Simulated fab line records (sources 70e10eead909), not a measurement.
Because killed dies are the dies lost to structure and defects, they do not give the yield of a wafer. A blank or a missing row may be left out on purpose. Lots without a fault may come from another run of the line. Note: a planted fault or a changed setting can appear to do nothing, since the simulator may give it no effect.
A struck lot beside a sound one    flow nand-harc    15 steps out of a route of 1302
Sound: these wafers, L289.2, L289.4, L289.6. Wafers L293.1, L293.3, L293.5 were the ones struck. Last of all comes the cause.
Each step with rows lists, per side, the tool, then ch with its chambers, then its first start. Under that, the readings that differ: sound wafers    struck wafers    difference of the means    sigmas: that difference in standard deviations of wafers without a fault.
alike: a reading whose means differ by less than 2 such deviations, as well as words and numbers matching on both sides. not compared: withheld readings; readings where some wafer has no value; bounds like >300 that might hide an equal value; numbers whose values overlap and for which the record gives no deviation.
A row with sigmas, a row that says differs or no value, or rows on one side alone: a step with any of these is where the two part. When numbers do not overlap yet have no deviation, they are printed without sigmas and do not part them. Lack of a reading on every wafer of one side parts them only where that side has two or more wafers.

first, 8 steps without rows for these wafers: NHARC_P_M2_HMDS_02 (time 30 s); NHARC_P_M2_COAT_34 (time 65 s); NHARC_P_M2_COAT_03 (resist thk 90 nm); NHARC_P_M2_SOFTBAKE_04 (time 55 s); NHARC_P_M2_EBR_05; NHARC_P_M2_EXPOSE_06 (exposes mask P M2, target cd 170 nm); NHARC_P_M2_PEB_07 (peb time 65 s); NHARC_P_M2_DEVELOP_08 (develop time 35 s).
NHARC_P_M2_CD_MEAS_09: the cd target is 170 nm.
  sound on cd-sem-03 ch 0, day 9 19:19; struck on cd-sem-02 ch 0, day 11 17:54
  alike: cd-nm
NHARC_P_M2_OVL_MEAS_10: pitch 340 nm.
  sound: overlay-01 at day 9 19:24; struck: overlay-01 at day 11 17:59
  alike: overlay-x-nm, overlay-y-nm
NHARC_P_M2_INSPECT_11:
  sound: defect-inspect-02 at day 9 19:26; struck: defect-inspect-01 at day 11 18:02
  alike: raw-defect-count
NHARC_P_M2_DESCUM_14: chemistry O2, time 3 s.
  sound on rie-diel-09 ch 1,2,3, day 9 19:31; struck on rie-diel-09 ch 1,2, day 11 18:05
  alike: drypump-motor-current-A, oes-product-au, rf-vpp-V, showerhead-plenum-p-Torr, throttle-valve-pct
  not compared: rf-hours-counter-h
NHARC_P_M2_ETCH_35: etches the open film in N2/H2, target depth 40 nm, overetch 12 nm, time 43.94 s.
  sound on rie-diel-09 ch 0,1,2, day 9 19:35; struck on rie-diel-09 ch 0,2, day 11 18:11
reading                sound              struck             difference  sigmas
oes-product-au (a.u.)  0.988 0.979 0.991  0.852 0.857 0.870  -0.126      -13
  alike: drypump-motor-current-A, rf-vpp-V, showerhead-plenum-p-Torr, throttle-valve-pct
  not compared: rf-hours-counter-h
NHARC_P_M2_ETCH_15: etches the open film in C4F8/Ar, target depth 182.5 nm, time 91.2 s.
  sound on rie-diel-09 ch 1,3; struck on rie-diel-09 ch 0,1,2
  alike: oes-product-au, rf-vpp-V
  not compared: rf-hours-counter-h
-- break in the record here, with 19 days between the starts of the struck wafers on either side (left off in module P_M2, picked up again in module END, where the first step shown is number 1302 on the route) --
NHARC_END_SORT_01:
  sound on prober-01 ch 0, day 27 19:17; struck on prober-02 ch 0, day 30 19:57
reading              sound  struck  difference  sigmas
killed-at-periphery  1 1 3  13 7 8  +8          +3
  alike: defect-limited-yield, killed-at-array, killed-at-other, killed-dies, killed-open, killed-short, sort_bin_2_pct, sort_bin_3_pct, sort_bin_4_pct, sort-n-pass, sort-rim-yield-pct, sort-yield-pct

## WHERE THEY PART
Last at NHARC_END_SORT_01 as far as this record goes, first at NHARC_P_M2_ETCH_35.

WHY: whatever the simulator had introduced
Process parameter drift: rie-diel-09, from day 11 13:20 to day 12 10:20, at NHARC_P_M2_ETCH_35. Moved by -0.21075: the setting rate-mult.
